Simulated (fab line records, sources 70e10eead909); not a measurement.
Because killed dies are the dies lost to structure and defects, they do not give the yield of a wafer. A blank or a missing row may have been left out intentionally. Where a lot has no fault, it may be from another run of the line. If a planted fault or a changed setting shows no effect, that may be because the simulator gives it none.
fab line records	flow nand_harc
[record] lots = 12	wafers = 36	last_day = 33
route steps=1302 shown P_CONTACT@237 P_M0@261 END@1302
lots untouched by any fault: they come from a run of this same line in which no faults occurred
start_h: hours from the record's first day to the start of the lot's first wafer shown	wait_h: hours from the lot's prior step to this one	" unchanged from the row above	L1.1+2: a row that stands for several wafers	- no value, or no start given	* or withheld: withheld	< > ~ a bound
route shown NAME@n: names a module that has steps shown in the file, with the first one's number in the route	usual: the fault-free wafers' mean and standard deviation	same: alike in all rows	chamber/n: place in a boat	sites: the reading at each site	_std_site: how widely they spread, as a standard deviation	_edge_site: outer sites' mean less inner sites'	radius_mm: for every site, how far away it sits from the centre of the wafer	mask NAME#n: copy n	behind: the tool/chamber that last shaped the wafer	hold: why the lot went on hold/how many hours it stayed there/how the hold came to an end	device: the transistor (n, p or np) that didn't switch	end of line: the route-end tests of the same wafers	for a step that has no rows: nothing shown but its recipe	killed: at the first sort, the dies lost to defects and structure; wafer yield is something else	map: shows each die of a wafer: x if killed, . if not, _ if none is there
set.NAME: the setting the step ran with; set.NAME@STEP: the setting that earlier step ran with	model.NAME: the simulator's own value behind a step, which no gauge read
the route's steps for a sample of lots (tables are steps, rows are wafers)
services: a tool's chamber out of use, with start hour (start_h, from the record's first day; less than 0 if before it), hours out, and reason
[[steps]]
[step NHARC_P_CONTACT_ETCH_36]
[recipe] target_depth_a = 2600	over_etch_frac = 0.25	time_s = 406.25	ion_energy_ev = 200	n2_flow_sccm = 150	h2_flow_sccm = 150	ar_flow_sccm = 0	rf_w = 400	bias_w = 150	chemistry = N2/H2
[usual] drypump_motor_current_A = 5.5/0.39	oes_product_au = 1.000/0.01	rf_vpp_V = 431.4/2.9	showerhead_plenum_p_Torr = 2.07/0.1	throttle_valve_pct = 14.170/0.0088
[same] over_etch_frac = 0.25
lot.wafer	tool	chamber	start_h	wait_h	drypump_motor_current_A	oes_product_au	rf_hours_counter_h	rf_vpp_V	showerhead_plenum_p_Torr	throttle_valve_pct
L295.2	rie_diel-13	0	-	-	5.1	0.999	3.4	430.9	2.06	14.164
L295.3	"	2	"	"	5.7	1.000	3.6	426.7	1.92	14.172
L295.5	"	1	"	"	5.4	0.997	-	434.5	2.21	14.170
L301.3	rie_diel-12	1	-	-	4.7	1.003	5.1	432.6	2.08	14.182
L301.2	"	0	"	"	5.7	0.983	4.6	433.8	2.14	14.175
L301.5	"	1	"	"	4.7	0.992	-	431.7	2.08	14.175
L302.3	rie_diel-09	1	-	-	6.2	1.009	0.6	432.1	2.07	14.156
L302.6	"	3	"	"	5.5	1.015	-	427.6	1.90	14.175
L302.5	"	0	"	"	5.9	1.017	-	428.2	1.94	14.181
L303.2	rie_diel-12	0	-	-	5.7	0.989	5.2	434.3	2.14	14.177
L303.3	"	1	"	"	4.7	0.992	5.8	431.1	2.08	14.172
L303.4	"	2	"	"	5.7	0.995	4.9	433.6	2.17	14.172
L308.4	rie_diel-12	0	-	-	5.6	0.989	8.4	433.7	2.14	14.173
L308.3	"	1	"	"	4.7	0.993	8.4	431.0	2.08	14.166
L308.6	"	2	"	"	5.7	0.995	-	435.6	2.17	14.179
L310.4	rie_diel-13	1	-	-	5.4	0.990	2.3	433.7	2.20	14.161
L310.3	"	3	"	"	5.8	0.984	2.6	434.8	2.19	14.179
L310.6	"	1	"	"	5.4	0.991	-	436.2	2.20	14.167
L311.2	rie_diel-12	1	-	-	4.7	0.988	0.2	431.1	2.08	14.180
L311.4	"	3	"	"	5.1	0.999	0.2	431.5	2.02	14.160
L311.5	"	2	"	"	5.8	1.003	-	434.6	2.17	14.157
L312.2	rie_diel-13	3	-	-	5.8	0.996	3.1	434.8	2.19	14.168
L312.3	"	0	"	"	5.1	0.999	3.0	431.1	2.06	14.182
L312.1	"	2	"	"	5.7	1.007	2.9	425.7	1.91	14.159
L313.4	rie_diel-13	1	-	-	5.4	0.996	3.1	433.6	2.20	14.179
L313.5	"	1	"	"	5.4	1.004	-	433.7	2.20	14.168
L313.6	"	2	"	"	5.7	1.006	-	426.4	1.91	14.164
L314.1	rie_diel-13	3	-	-	5.8	1.000	4.0	435.1	2.19	14.176
L314.3	"	2	"	"	5.7	1.015	3.7	425.0	1.91	14.159
L314.4	"	1	"	"	5.4	0.994	-	435.1	2.20	14.178
L316.4	rie_diel-13	3	-	-	5.8	0.992	4.6	434.3	2.19	14.166
L316.6	"	0	"	"	5.1	0.994	-	430.9	2.06	14.172
L316.5	"	1	"	"	5.4	0.990	-	434.6	2.20	14.180
L318.2	rie_diel-09	0	-	-	5.8	1.023	0.5	427.4	1.94	14.166
L318.3	"	3	"	"	5.4	0.998	0.6	426.8	1.89	14.173
L318.5	"	0	"	"	5.9	1.014	-	428.3	1.94	14.170
[step NHARC_P_CONTACT_CMP_24]
[recipe] t_overpolish_s = 30	target_thk_nm = 200
[usual] motor_current_A = 12.2/1.2	overpolish_run_s = 29.999/0.0089	time_to_endpoint_s = 40.2/2.6
lot.wafer	tool	chamber	start_h	wait_h	motor_current_A	overpolish_run_s	time_to_endpoint_s
L295.2	cmp-04	1	124.14	0.6	12.5	29.991	37.9
L295.3	"	0	"	"	11.2	29.981	40.4
L295.5	"	1	"	"	12.2	30.001	34.5
L301.2	cmp-01	0	182.68	0.6	13.1	30.002	40.2
L301.3	"	2	"	"	13.2	29.997	39.8
L301.5	"	1	"	"	13.2	30.008	38.8
L302.3	cmp-04	2	196.66	0.4	13.9	29.991	40.6
L302.6	"	0	"	"	11.6	30.004	43.2
L302.5	"	1	"	"	12.6	29.998	37.0
L303.4	cmp-03	0	197.31	0.3	12.4	29.993	43.2
L303.2	"	2	"	"	10.7	30.004	46.1
L303.3	"	3	"	"	12.6	30.011	41.7
L308.3	cmp-03	0	254.54	0.3	11.7	29.997	40.2
L308.4	"	3	"	"	12.5	29.996	39.9
L308.6	"	1	"	"	13.1	29.972	41.0
L310.3	cmp-01	2	274.57	0.3	12.9	29.988	37.3
L310.4	"	3	"	"	11.1	29.999	32.1
L310.6	"	0	"	"	13.9	30.001	38.2
L311.4	cmp-04	2	286.36	0.3	14.2	30.021	38.4
L311.2	"	3	"	"	10.6	30.001	40.2
L311.5	"	0	"	"	12.0	30.009	38.7
L312.3	cmp-03	3	286.95	0.4	11.9	29.980	38.6
L312.1	"	0	"	"	12.1	30.006	37.7
L312.2	"	2	"	"	10.7	30.006	41.4
L313.4	cmp-01	2	299.18	0.4	12.3	30.000	40.0
L313.5	"	1	"	"	13.2	29.993	37.7
L313.6	"	2	"	"	14.1	29.985	42.6
L314.4	cmp-04	2	315.81	0.4	14.1	30.019	37.5
L314.3	"	3	"	"	10.5	30.000	40.9
L314.1	"	1	"	"	13.2	30.006	35.0
L316.4	cmp-04	2	328.16	0.4	14.3	30.006	41.4
L316.5	"	2	"	"	14.1	29.998	41.4
L316.6	"	3	"	"	10.1	29.997	43.0
L318.3	cmp-01	0	358.17	0.3	12.8	30.018	37.9
L318.2	"	2	"	"	13.6	30.003	39.4
L318.5	"	3	"	"	10.8	29.999	36.2
[step NHARC_P_CONTACT_INSPECT_27]
[usual] raw_defect_count = 263/120
lot.wafer	tool	chamber	start_h	wait_h	raw_defect_count
L295.2	defect_inspect-02	-	124.54	0.1	197
L295.3	"	-	"	"	118
L295.5	"	-	"	"	140
L301.2	defect_inspect-02	-	183.08	0.1	271
L301.3	"	-	"	"	245
L301.5	"	-	"	"	297
L302.3	defect_inspect-01	-	197.03	0.1	202
L302.5	"	-	"	"	235
L302.6	"	-	"	"	284
L303.2	defect_inspect-01	-	197.71	0.1	248
L303.3	"	-	"	"	280
L303.4	"	-	"	"	264
L308.3	defect_inspect-02	-	254.94	0.1	290
L308.4	"	-	"	"	184
L308.6	"	-	"	"	187
L310.3	defect_inspect-02	-	274.92	0.1	144
L310.4	"	-	"	"	101
L310.6	"	-	"	"	134
L311.2	defect_inspect-02	-	286.71	0.1	240
L311.4	"	-	"	"	378
L311.5	"	-	"	"	395
L312.1	defect_inspect-02	-	287.36	0.1	224
L312.2	"	-	"	"	293
L312.3	"	-	"	"	185
L313.4	defect_inspect-02	-	299.56	0.1	327
L313.5	"	-	"	"	134
L313.6	"	-	"	"	327
L314.1	defect_inspect-02	-	316.21	0.1	251
L314.3	"	-	"	"	277
L314.4	"	-	"	"	204
L316.4	defect_inspect-02	-	328.56	0.1	177
L316.5	"	-	"	"	200
L316.6	"	-	"	"	204
L318.2	defect_inspect-01	-	358.55	0.1	194
L318.3	"	-	"	"	172
L318.5	"	-	"	"	271
[step NHARC_P_M0_PEB_07]
[recipe] peb_temp_c = 100	peb_time_s = 65
[usual] exhaust_pa = 44.8/0.9	heater_power_total_W = 156.6/0.43
lot.wafer	tool	chamber	start_h	wait_h	exhaust_pa	heater_power_total_W
L295.2	litho_track-01	0	125.37	0.1	45.9	156.6
L295.3	"	0	"	"	44.8	156.7
L295.5	"	0	"	"	45.7	156.3
L301.2	litho_track-04	0	183.91	0.1	44.8	157.1
L301.3	"	0	"	"	43.9	157.1
L301.5	"	0	"	"	43.6	155.9
L302.3	litho_track-01	0	197.85	0.0	44.4	159.7
L302.5	"	0	"	"	44.0	159.7
L302.6	"	0	"	"	43.4	160.8
L303.2	litho_track-01	0	198.53	0.1	43.9	159.9
L303.3	"	0	"	"	44.7	160.4
L303.4	"	0	"	"	45.7	159.9
L308.3	litho_track-04	0	255.64	0.0	45.3	157.1
L308.4	"	0	"	"	45.0	156.6
L308.6	"	0	"	"	44.9	156.2
L310.3	litho_track-06	0	275.74	0.0	44.0	156.0
L310.4	"	0	"	"	44.9	157.0
L310.6	"	0	"	"	44.4	156.0
L311.2	litho_track-01	0	287.42	0.1	45.6	156.8
L311.4	"	0	"	"	45.2	156.4
L311.5	"	0	"	"	43.2	156.0
L312.1	litho_track-01	0	288.18	0.1	44.4	156.8
L312.2	"	0	"	"	44.1	156.1
L312.3	"	0	"	"	45.0	157.1
L313.4	litho_track-01	0	300.38	0.0	44.2	156.0
L313.5	"	0	"	"	45.2	157.1
L313.6	"	0	"	"	45.7	157.0
L314.1	litho_track-06	0	317.04	0.1	44.9	157.1
L314.3	"	0	"	"	43.9	156.0
L314.4	"	0	"	"	45.4	156.7
L316.4	litho_track-06	0	329.38	0.0	45.7	156.8
L316.5	"	0	"	"	44.6	156.3
L316.6	"	0	"	"	45.0	156.8
L318.2	litho_track-04	0	359.37	0.1	45.9	156.7
L318.3	"	0	"	"	46.6	156.5
L318.5	"	0	"	"	44.6	156.1
[step NHARC_END_SORT_01]
[recipe] temp_c = 25
[usual] defect_limited_yield = 89.8/2.4	killed_at_array = 64/16	killed_at_other = 1.0/1.1	killed_at_periphery = 3.5/2.3	killed_dies = 69/17	killed_open = 3.2/1.6	killed_short = 2.4/1.6
[same] gross_dies = 677
lot.wafer	tool	chamber	start_h	wait_h	defect_limited_yield[%]	killed_at_array	killed_at_other	killed_at_periphery	killed_dies	killed_open	killed_short
L308.3	prober-02	0	700.84	3.1	88.2	79	1	0	80	1	1
L308.4	prober-02	0	701.63	3.4	86.7	88	0	2	90	5	1
L308.6	prober-02	0	703.21	3.9	89.4	68	1	3	72	2	3
L316.4	prober-01	0	774.72	3.4	87.7	78	1	4	83	2	1
L316.5	prober-01	0	775.53	3.8	87.4	77	2	6	85	3	4
L316.6	prober-01	0	776.34	4.1	87.6	79	1	4	84	6	3
// killed by level:class
L308.3 A_CHANNEL_HOLE_D1:chamber_film_flake=37 A_SLIT:chamber_film_flake=31 A_CONTACT:chamber_film_flake=3 A_CHANNEL_FILL_D1:chamber_film_flake=2 A_WL_FILL:chamber_film_flake=2 A_ONON_D1:geometric_particle:short=1 A_CHANNEL_HOLE_D1:geometric_particle:open=1 A_SGD_CUT:chamber_film_flake=1
L308.4 A_CHANNEL_HOLE_D1:chamber_film_flake=39 A_SLIT:chamber_film_flake=31 A_CHANNEL_HOLE_D2:chamber_film_flake=6 A_CHANNEL_FILL_D1:geometric_particle:open=3 A_CONTACT:chamber_film_flake=3 A_CHANNEL_FILL_D1:chamber_film_flake=2 P_CONTACT:geometric_particle:open=1 A_SLIT:geometric_particle:open=1
L308.6 A_CHANNEL_HOLE_D1:chamber_film_flake=24 A_SLIT:chamber_film_flake=24 A_WL_FILL:chamber_film_flake=5 A_CHANNEL_HOLE_D2:chamber_film_flake=4 A_DECK1_JOINT:geometric_particle:open=2 P_GATE:chamber_film_flake=2 A_STAIRCASE:chamber_film_flake=2 A_CONTACT:chamber_film_flake=2
L316.4 A_SLIT:chamber_film_flake=26 A_CHANNEL_HOLE_D2:chamber_film_flake=23 A_CHANNEL_HOLE_D1:chamber_film_flake=11 A_CONTACT:chamber_film_flake=10 P_ZERO_WELL:chamber_film_flake=3 A_STAIRCASE:chamber_film_flake=3 A_WL_FILL:chamber_film_flake=2 A_ONON_D2:geometric_particle:open=1
L316.5 A_SLIT:chamber_film_flake=31 A_CHANNEL_HOLE_D2:chamber_film_flake=18 A_CHANNEL_HOLE_D1:chamber_film_flake=13 A_CONTACT:chamber_film_flake=7 A_CHANNEL_FILL_D2:geometric_particle:short=2 P_ZERO_WELL:chamber_film_flake=2 A_STAIRCASE:chamber_film_flake=2 THIN_TSV:chamber_film_flake=2
L316.6 A_SLIT:chamber_film_flake=24 A_CHANNEL_HOLE_D2:chamber_film_flake=19 A_CONTACT:chamber_film_flake=15 A_CHANNEL_HOLE_D1:chamber_film_flake=9 A_STAIRCASE:chamber_film_flake=4 A_WL_FILL:chamber_film_flake=3 P_CONTACT:geometric_particle:open=2 A_ONON_D2:geometric_particle:short=2
[[services]]
tool	chamber	start_h	hours	kind
cmp-04	-	111.05	4.0	pm
rie_diel-13	2	126.40	2.8	repair
rie_diel-12	2	138.24	9.5	repair
cmp-01	-	154.47	1.5	repair
litho_track-01	-	155.00	7.0	pm
cmp-04	-	160.93	3.5	repair
rie_diel-13	-	165.00	9.0	pm
rie_diel-12	0	172.67	4.4	repair
cmp-01	-	172.71	2.8	repair
cmp-01	-	185.56	4.0	pm
rie_diel-13	0	185.63	3.0	repair
cmp-01	-	203.85	10.9	repair
rie_diel-12	0	207.20	2.0	repair
cmp-04	-	209.05	4.0	pm
rie_diel-13	-	233.71	4.9	repair
cmp-01	-	234.72	1.1	repair
rie_diel-12	-	268.40	9.0	pm
cmp-04	-	274.15	0.7	repair
rie_diel-13	0	307.03	15.5	repair
cmp-04	-	307.08	4.0	pm
cmp-04	-	314.88	0.8	repair
litho_track-01	-	330.00	7.0	pm
rie_diel-13	-	342.00	9.0	pm
cmp-04	-	349.66	6.4	repair
[[key]]
[first_sign] step = NHARC_P_M0_PEB_07	reading = heater_power_total_W	direction = up	sigmas = 8.1	usual = *	struck = *
effect none on later readings
met_at NHARC_P_M0_PEB_07
struck_lots L302,L303
not_acting_at NHARC_P_CONTACT_ETCH_36,NHARC_P_CONTACT_CMP_24,NHARC_P_CONTACT_INSPECT_27
onset_between 125.37 197.85
[fault] kind = process_parameter_drift	tool = litho_track-01	chamber = -	onset_h = 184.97	steps = NHARC_P_M0_PEB_07	channel = peb_time_s	offset = *	shape = step	end_h = 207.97	acts_in = *	stated = *
